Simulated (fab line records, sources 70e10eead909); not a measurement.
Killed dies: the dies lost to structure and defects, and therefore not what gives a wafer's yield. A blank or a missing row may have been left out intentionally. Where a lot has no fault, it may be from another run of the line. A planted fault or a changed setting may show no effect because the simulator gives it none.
Matching of chambers | flow nand-harc | 4 sister chambers for NHARC_A_STAIRCASE_TRIM_196 on rie-diel-08
The step chemistry O2, time 211.2 s. 18 wafers are shown with their chamber, then 9 later ones without.

## WAFERS PAIRED WITH THEIR CHAMBERS
wafer  | chamber | showerhead-plenum-p-Torr (Torr) | oes-product-au (a.u.) | throttle-valve-pct (%)
L080.1 | 0       | 3.49                            | 1.001                 | 17.034
L080.2 | 3       | 3.46                            | 0.998                 | 17.043
L080.6 | 0       | 3.49                            | 0.986                 | 17.030
L083.1 | 0       | 3.49                            | 1.004                 | 17.034
L083.3 | 2       | 3.48                            | 0.988                 | 17.036
L083.5 | 2       | 3.48                            | 0.982                 | 17.024
L086.2 | 0       | 3.49                            | 0.994                 | 17.031
L086.4 | 2       | 3.48                            | 0.990                 | 17.015
L086.5 | 3       | 3.46                            | 0.995                 | 17.036
L085.1 | 0       | 3.48                            | 0.994                 | 17.028
L085.3 | 1       | 3.35                            | 0.999                 | 17.032
L085.5 | 1       | 3.35                            | 1.004                 | 17.037
L088.3 | 0       | 3.48                            | 0.989                 | 17.039
L088.4 | 3       | 3.45                            | 1.004                 | 17.033
L088.6 | 0       | 3.48                            | 0.985                 | 17.040
L090.1 | 3       | 3.45                            | 0.996                 | 17.034
L090.2 | 1       | 3.35                            | 1.000                 | 17.057
L090.3 | 2       | 3.48                            | 0.992                 | 17.045

SIGNATURES (averages over the wafers above)
reading                  | chamber 0 | chamber 1 | chamber 2 | chamber 3 | scatter within a chamber
showerhead-plenum-p-Torr | 3.4857    | 3.3500    | 3.4800    | 3.4550    | 0.0044
oes-product-au           | 0.99329   | 1.00100   | 0.98800   | 0.99825   | 0.00557
throttle-valve-pct       | 17.03371  | 17.04200  | 17.03000  | 17.03650  | 0.00868
Rule: for each reading, subtract the chamber's mean from the wafer's reading, divide by that reading's scatter and square the result; add these up over the readings and take the root, which gives the wafer's distance from the chamber. The wafer belongs to the nearest chamber; if the next one is less than 2 further off, it can't be placed. The scatter: take each reading less its chamber's mean, square it, sum over the shown wafers, divide by the number of wafers less the number of chambers, and take the root.

## WAFERS MISSING THEIR CHAMBER
wafer  | showerhead-plenum-p-Torr (Torr) | oes-product-au (a.u.) | throttle-valve-pct (%)
L092.1 | 3.45                            | 0.997                 | 17.033
L092.3 | 3.35                            | 0.994                 | 17.031
L092.4 | 3.48                            | 0.987                 | 17.040
L096.1 | 3.47                            | 0.987                 | 17.035
L096.3 | 3.35                            | 1.000                 | 17.021
L096.5 | 3.35                            | 0.994                 | 17.027
L095.2 | 3.48                            | 0.989                 | 17.032
L095.4 | 3.45                            | 0.995                 | 17.036
L095.6 | 3.47                            | 0.996                 | 17.024

## WHICH CHAMBER EACH ONE RAN IN
wafer  | from the rows above          | in truth
L092.1 | 3                            | 3
L092.3 | 1                            | 1
L092.4 | can't be placed: 2 or 0      | 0
L096.1 | can't be placed: 2 or 0 or 3 | 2
L096.3 | 1                            | 1
L096.5 | 1                            | 1
L095.2 | can't be placed: 2 or 0      | 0
L095.4 | 3                            | 3
L095.6 | can't be placed: 2 or 3 or 0 | 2
5 of 9 placed correctly. Not placeable from these rows: 4 (in 4, the candidates include the true chamber). 0 placed wrongly.
